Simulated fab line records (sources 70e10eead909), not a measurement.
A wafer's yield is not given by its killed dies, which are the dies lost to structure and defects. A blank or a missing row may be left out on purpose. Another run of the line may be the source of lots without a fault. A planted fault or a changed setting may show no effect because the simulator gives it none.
fab line records | flow nandHarc
record lots=6 wafers=18 lastDay=24
route steps=1159 shown A_M0@1019 A_M1@1026 END@1159
lots untouched by any fault: they come from a run of this same line in which no faults occurred
startH: the number of hours between the record's first day and the start of the first shown wafer of the lot | waitH: hours elapsed since this lot's preceding step | " identical to the entry in the row above | L1.1+2: a row that stands for several wafers | - value missing, or start not given | * or withheld: withheld | < > ~ a bound
route shown NAME@n: names a module that has steps shown in the file, with the first one's number in the route | usual: mean/standard deviation of fault-free wafers | same: alike in all rows | chamber/n: place in a boat | sites: readings site by site | _std_site: how widely they spread, as a standard deviation | _edge_site: inner sites' mean taken away from outer sites' mean | radiusMm: for every site, how far away it sits from the centre of the wafer | mask NAME#n: copy n | behind: the last tool/chamber to shape the wafer | hold: the reason the lot was held/the length of the hold in hours/how it ended | device: whichever transistor did not switch (one of n, p or np) | end of line: the route-end tests of the same wafers | a step with no rows: only its recipe | killed: the dies lost at the first sort to structure and to defects; this is not the yield of the wafer | map: a wafer's dies, marking killed ones x, the rest . and places with no die _
set.NAME: the setting as run; set.NAME@STEP: as run at that earlier step | model.NAME: the simulator's own value behind a step, which no gauge read
lots seen at some steps along the route; tables by step, rows by wafer
services: from which hour (startH, from the record's first day; less than 0 if before it) a tool's chamber was out of use, for how many hours, and why
## steps
# step NHARC_A_M0_CMP_23
# recipe tOverpolishS=20 targetThkNm=113.75
# usual edgeZonePressureFrac=1.000/0.0049 motorCurrentA=11.8/1.2 slurryFlowMlMin=150.0/0.43 timeToEndpointS=29/3.4
# columns lot.wafer tool chamber startH waitH edgeZonePressureFrac motorCurrentA slurryFlowMlMin timeToEndpointS
L701.1 cmp-03 0 434.40 - 1.003 12.8 150.3 33
L701.4 " 1 " " 0.982 13.2 149.3 35
L701.5 " 3 " " 1.001 13.0 149.6 33
L705.3 cmp-04 1 463.03 - 1.014 10.1 149.7 29
L705.2 " 3 " " 1.002 11.2 149.6 24
L705.6 " 2 " " 0.992 12.3 150.5 31
L711.4 cmp-03 2 477.23 - 0.990 10.9 150.0 26
L711.3 " 0 " " 1.002 12.6 150.1 30
L711.6 " 1 " " 0.995 13.5 150.2 30
L715.4 cmp-04 2 483.18 - 1.001 12.9 149.9 30
L715.6 " 3 " " 1.006 11.7 150.2 27
L715.5 " 0 " " 0.990 12.0 150.1 34
L719.1 cmp-03 2 524.67 - 1.003 10.6 150.0 25
L719.3 " 0 " " 1.005 12.7 150.0 29
L719.2 " 1 " " 1.001 13.3 149.8 32
L720.3 cmp-01 2 530.48 - 0.992 11.2 149.9 26
L720.2 " 3 " " 0.999 10.0 149.9 26
L720.5 " 2 " " 0.991 11.5 149.9 25
# step NHARC_A_M0_THK_MEAS_24
# recipe thkMeasGauge=xrf
# usual thkNm=114.0/1.8
# columns lot.wafer tool chamber startH waitH thkNm
L701.1 filmMetro-02 - 434.69 - 113.8
L701.4 " - " " 114.7
L701.5 " - " " 115.9
L705.2 filmMetro-01 - 463.35 - 111.3
L705.3 " - " " 115.2
L705.6 " - " " 114.9
L711.3 filmMetro-01 - 477.52 - 113.8
L711.4 " - " " 111.5
L711.6 " - " " 115.0
L715.4 filmMetro-01 - 483.42 - 114.1
L715.5 " - " " 116.1
L715.6 " - " " 111.8
L719.1 filmMetro-02 - 524.99 - 112.4
L719.2 " - " " 111.5
L719.3 " - " " 113.1
L720.2 filmMetro-02 - 530.80 - 111.4
L720.3 " - " " 114.5
L720.5 " - " " 111.7
# step NHARC_A_M0_SRD_25
# step NHARC_A_M0_INSPECT_27
# usual rawDefectCount=475/120
# columns lot.wafer tool chamber startH waitH rawDefectCount
L701.1 defectInspect-02 - 434.84 0.0 421
L701.4 " - " " 573
L701.5 " - " " 367
L705.2 defectInspect-01 - 463.51 0.0 452
L705.3 " - " " 628
L705.6 " - " " 514
L711.3 defectInspect-01 - 477.68 0.0 567
L711.4 " - " " 479
L711.6 " - " " 582
L715.4 defectInspect-02 - 483.57 0.0 288
L715.5 " - " " 273
L715.6 " - " " 365
L719.1 defectInspect-02 - 525.15 0.0 444
L719.2 " - " " 523
L719.3 " - " " 549
L720.2 defectInspect-01 - 530.95 0.0 341
L720.3 " - " " 406
L720.5 " - " " 497
# step NHARC_A_M0_PRE_CLEAN_31
# recipe timeS=12 tempC=370 rfPowerW=300 gas=NH3
# usual heaterPowerW=611/62
# columns lot.wafer tool chamber startH waitH heaterPowerW
L701.1 pecvd-03 1 434.91 0.1 635
L701.4 " 2 " " 653
L701.5 " 0 " " 567
L705.2 pecvd-04 1 463.57 0.1 595
L705.3 " 2 " " 657
L705.6 " 2 " " 661
L711.3 pecvd-02 2 477.75 0.1 476
L711.6 " 2 " " 472
L711.4 " 0 " " 577
L715.5 pecvd-02 0 483.68 0.1 554
L715.6 " 1 " " 687
L715.4 " 2 " " 539
L719.1 pecvd-03 2 525.22 0.1 575
L719.3 " 0 " " 620
L719.2 " 1 " " 618
L720.3 pecvd-04 0 531.02 0.1 605
L720.2 " 2 " " 634
L720.5 " 2 " " 620
# step NHARC_A_M0_DEP_32
# recipe targetThkA=300 tempC=370 targetThkNm=30 pressureTorr=3 flowSccm=200 rfW=450 material=SiCN
# usual heaterPowerW=549/67
# columns lot.wafer tool chamber startH waitH heaterPowerW
L701.1 pecvd-03 1 434.99 0.1 630
L701.4 " 2 " " 581
L701.5 " 0 " " 552
L705.2 pecvd-04 1 463.65 0.1 577
L705.3 " 2 " " 584
L705.6 " 2 " " 574
L711.3 pecvd-02 2 477.83 0.1 480
L711.6 " 2 " " 475
L711.4 " 0 " " 618
L715.5 pecvd-02 0 483.84 0.2 521
L715.6 " 1 " " 537
L715.4 " 2 " " 444
L719.1 pecvd-03 2 525.30 0.1 529
L719.3 " 0 " " 564
L719.2 " 1 " " 483
L720.3 pecvd-04 0 531.10 0.1 570
L720.2 " 2 " " 582
L720.5 " 2 " " 574
# step NHARC_A_M1_DEP_00
# recipe targetThkA=1825 targetThkNm=182.5 tempC=withheld pressureTorr=5 flowSccm=200 rfW=600 material=SiOC
# step NHARC_A_M1_DEHYDRATE_01
# recipe tempC=150 timeS=120
# step NHARC_A_M1_HMDS_02
# recipe timeS=30
# step NHARC_A_M1_COAT_34
# recipe tempC=200 timeS=65
# step NHARC_A_M1_COAT_03
# recipe spinRpm=1500 resistThkNm=90
# step NHARC_A_M1_SOFTBAKE_04
# recipe tempC=105 timeS=55
# usual heaterPowerTotalW=188.46/0.14 resistLineTempC=22.98/0.11
# columns lot.wafer tool chamber startH waitH heaterPowerTotalW resistLineTempC
L701.1 lithoTrack-04 0 435 - 188.48 22.69
L701.4 " 0 " " 188.46 22.84
L701.5 " 0 " " 188.21 22.82
L705.2 lithoTrack-04 0 464 - 188.44 22.90
L705.3 " 0 " " 188.32 22.83
L705.6 " 0 " " 188.40 22.97
L711.3 lithoTrack-04 0 478 - 188.43 23.39
L711.4 " 0 " " 188.46 23.06
L711.6 " 0 " " 323.03 23.19
L715.4 lithoTrack-04 0 484 - 188.43 22.95
L715.5 " 0 " " 323.20 23.03
L715.6 " 0 " " 323.32 22.95
L719.1 lithoTrack-06 0 526 - 188.45 22.92
L719.2 " 0 " " 188.39 22.87
L719.3 " 0 " " 188.30 23.09
L720.2 lithoTrack-06 0 531 - 188.40 22.95
L720.3 " 0 " " 188.42 22.97
L720.5 " 0 " " 188.51 23.04
# step NHARC_A_M1_EBR_05
# step NHARC_END_SORT_01
# recipe tempC=25
# usual defectLimitedYield=95.5/1.3 killedAtArray=26/8.4 killedAtOther=0.7/0.97 killedAtPeriphery=3.2/2.2 killedDies=30/8.5 killedOpen=3.4/2 killedShort=2/1.3 sort_bin_2_pct=1.5/0.52 sort_bin_3_pct=0.21/0.18 sort_bin_4_pct=2.8/0.91 sortNPass=647/8.5 sortRimYieldPct=94.8/2.7 sortYieldPct=95.5/1.3
# same grossDies=677 sort_bin_5_pct[%]=0 sort_bin_6_pct[%]=0 sort_bin_7_pct[%]=0 sort_bin_8_pct[%]=0 sortRimNGross=106.00
# columns lot.wafer tool chamber startH waitH defectLimitedYield[%] killedAtArray killedAtOther killedAtPeriphery killedDies killedOpen killedShort sort_bin_2_pct[%] sort_bin_3_pct[%] sort_bin_4_pct[%] sortNPass sortRimYieldPct[%] sortYieldPct[%]
L705.2 prober-02 0 506.09 2.8 95.7 22 0 7 29 6 5 1.2 0 3.1 648 93.4 95.7
L705.3 prober-02 0 506.88 3.1 95.6 27 0 3 30 3 1 1.3 0.44 2.7 647 96.2 95.6
L705.6 prober-02 0 509.26 4.0 96.2 25 0 1 26 2 2 1.6 0.30 1.9 651 100.0 96.2
L711.3 prober-02 0 514.67 3.1 93.1 41 3 3 47 4 3 1.8 0.30 4.9 630 97.2 93.1
L711.4 prober-02 0 515.45 3.4 93.1 36 1 10 47 6 4 2.4 0.74 3.8 630 93.4 93.1
L711.6 prober-02 0 517.02 3.9 94.4 28 5 5 38 4 4 2.5 0.15 3.0 639 90.6 94.4
L715.4 prober-01 0 531.25 3.4 94.2 30 1 8 39 2 0 1.6 0.15 4.0 638 94.3 94.2
L715.5 prober-01 0 532.06 3.7 95.1 27 1 5 33 5 1 1.9 0.15 2.8 644 93.4 95.1
L715.6 prober-01 0 532.86 4.0 94.5 30 0 7 37 7 2 1.8 0.44 3.2 640 99.1 94.5
L720.2 prober-01 0 570.28 2.8 95.6 28 0 2 30 1 2 0.9 0.15 3.4 647 90.6 95.6
L720.3 prober-01 0 571.09 3.1 94.1 40 0 0 40 0 2 1.8 0.30 3.8 637 92.5 94.1
L720.5 prober-01 0 572.70 3.7 94.5 35 0 2 37 3 2 1.2 0.15 4.1 640 90.6 94.5
# killed by level:class
L705.2 A_CHANNEL_HOLE_D1:chamberFilmFlake=14 P_CONTACT:geometricParticle:open=3 A_CHANNEL_FILL_D1:geometricParticle:short=3 A_CONTACT:chamberFilmFlake=2 P_GATE:geometricParticle:open=1 P_CONTACT:geometricParticle:short=1 A_WL_FILL:geometricParticle:short=1 A_BLC:geometricParticle:open=1
L705.3 A_CHANNEL_HOLE_D1:chamberFilmFlake=21 A_CONTACT:chamberFilmFlake=3 A_ONON_D1:geometricParticle:open=2 P_STI:chamberFilmFlake=2 P_M0:geometricParticle:open=1 A_WL_FILL:geometricParticle:short=1
L705.6 A_CHANNEL_HOLE_D1:chamberFilmFlake=16 A_WL_FILL:chamberFilmFlake=2 A_CONTACT:chamberFilmFlake=2 P_M2:geometricParticle:open=1 A_SGD_CUT:geometricParticle:short=1 A_WL_FILL:geometricParticle:short=1 A_WL_FILL:geometricParticle:open=1 A_ZERO_WELL:chamberFilmFlake=1
L711.3 A_CHANNEL_HOLE_D1:chamberFilmFlake=21 A_STAIRCASE:chamberFilmFlake=4 A_CONTACT:chamberFilmFlake=4 A_M1:chamberFilmFlake=3 THIN_TSV:chamberFilmFlake=3 A_CHANNEL_FILL_D1:geometricParticle:short=2 A_CONTACT:geometricParticle:open=2 P_BONDPAD:chamberFilmFlake=2
L711.4 A_CHANNEL_HOLE_D1:chamberFilmFlake=19 A_M1:chamberFilmFlake=5 P_BONDPAD:chamberFilmFlake=3 P_GATE:geometricParticle:open=2 A_CONTACT:geometricParticle:open=2 P_GATE:chamberFilmFlake=2 A_CONTACT:chamberFilmFlake=2 P_GATE:geometricParticle:short=1
L711.6 A_CHANNEL_HOLE_D1:chamberFilmFlake=16 THIN_TSV:chamberFilmFlake=5 A_STAIRCASE:chamberFilmFlake=3 P_GATE:geometricParticle:short=2 A_CONTACT:geometricParticle:open=2 P_BONDPAD:chamberFilmFlake=2 P_GATE:geometricParticle:open=1 A_ONON_D1:geometricParticle:short=1
L715.4 A_CHANNEL_HOLE_D1:chamberFilmFlake=21 P_CONTACT:chamberFilmFlake=3 A_CHANNEL_FILL_D1:chamberFilmFlake=3 A_STAIRCASE:chamberFilmFlake=3 P_M0:geometricParticle:open=2 P_STI:chamberFilmFlake=2 A_CONTACT:chamberFilmFlake=2 P_ZERO_WELL:chamberFilmFlake=1
L715.5 A_CHANNEL_HOLE_D1:chamberFilmFlake=14 A_CONTACT:chamberFilmFlake=4 A_WL_FILL:geometricParticle:open=3 P_STI:chamberFilmFlake=2 A_CHANNEL_FILL_D1:chamberFilmFlake=2 A_STAIRCASE:chamberFilmFlake=2 P_M0:geometricParticle:open=1 A_WL_FILL:geometricParticle:short=1
L715.6 A_CHANNEL_HOLE_D1:chamberFilmFlake=15 A_STAIRCASE:chamberFilmFlake=7 P_GATE:chamberFilmFlake=4 A_CONTACT:geometricParticle:open=2 A_M0:geometricParticle:open=2 P_CONTACT:geometricParticle:open=1 P_M2:geometricParticle:open=1 A_ONON_D1:geometricParticle:short=1
L720.2 A_SLIT:chamberFilmFlake=11 A_CHANNEL_HOLE_D1:chamberFilmFlake=6 A_CONTACT:chamberFilmFlake=5 A_ZERO_WELL:chamberFilmFlake=2 A_SGD_CUT:chamberFilmFlake=2 P_M0:geometricParticle:short=1 A_ONON_D1:geometricParticle:short=1 A_CONTACT:geometricParticle:open=1
L720.3 A_SLIT:chamberFilmFlake=22 A_CHANNEL_HOLE_D1:chamberFilmFlake=5 A_CONTACT:chamberFilmFlake=4 A_STAIRCASE:chamberFilmFlake=3 A_ZERO_WELL:chamberFilmFlake=2 A_WL_FILL:geometricParticle:short=1 A_BLC:geometricParticle:short=1 A_CHANNEL_FILL_D1:chamberFilmFlake=1
L720.5 A_SLIT:chamberFilmFlake=14 A_CHANNEL_HOLE_D1:chamberFilmFlake=8 A_CONTACT:chamberFilmFlake=5 A_CHANNEL_FILL_D1:chamberFilmFlake=2 P_GATE:geometricParticle:short=1 A_CHANNEL_HOLE_D1:geometricParticle:open=1 A_SGD_CUT:geometricParticle:open=1 A_WL_FILL:geometricParticle:short=1
## services
# columns tool chamber startH hours kind
pecvd-03 - 438.89 20.5 repair
cmp-03 - 439.62 4.1 repair
cmp-04 - 449.35 4.0 pm
cmp-03 - 450.09 4.0 pm
pecvd-04 2 452.47 4.2 repair
cmp-03 - 459.69 1.5 repair
pecvd-02 2 461.45 3.0 repair
cmp-01 - 462.91 4.0 repair
lithoTrack-06 - 467.01 7.0 pm
cmp-01 - 468.23 2.6 repair
pecvd-03 2 468.50 11.4 repair
pecvd-03 - 473.64 13.0 pm
pecvd-03 0 473.64 13.0 ventCycle
pecvd-03 1 473.64 13.0 ventCycle
pecvd-03 0 486.64 - clean
pecvd-03 1 486.64 - clean
pecvd-03 2 486.64 - clean
lithoTrack-04 - 491.00 7.0 pm
cmp-01 - 497.01 4.0 pm
pecvd-02 - 515.12 13.0 pm
pecvd-02 0 515.12 25.3 ventCycle
pecvd-02 1 515.12 25.3 ventCycle
cmp-01 - 527.66 2.5 repair
cmp-04 - 527.87 1.0 repair
## key
firstSign step=NHARC_A_M1_SOFTBAKE_04 reading=heaterPowerTotalW direction=up sigmas=99+ usual=* struck=*
effect none on later readings
metAt NHARC_A_M1_SOFTBAKE_04
struckWafers L711.6,L715.5,L715.6
fault kind=processParameterDrift tool=lithoTrack-04 chamber=- onsetH=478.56 steps=NHARC_A_M1_SOFTBAKE_04 channel=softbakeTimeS offset=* shape=step endH=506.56 scope=struckWafersOnly actsIn=* stated=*
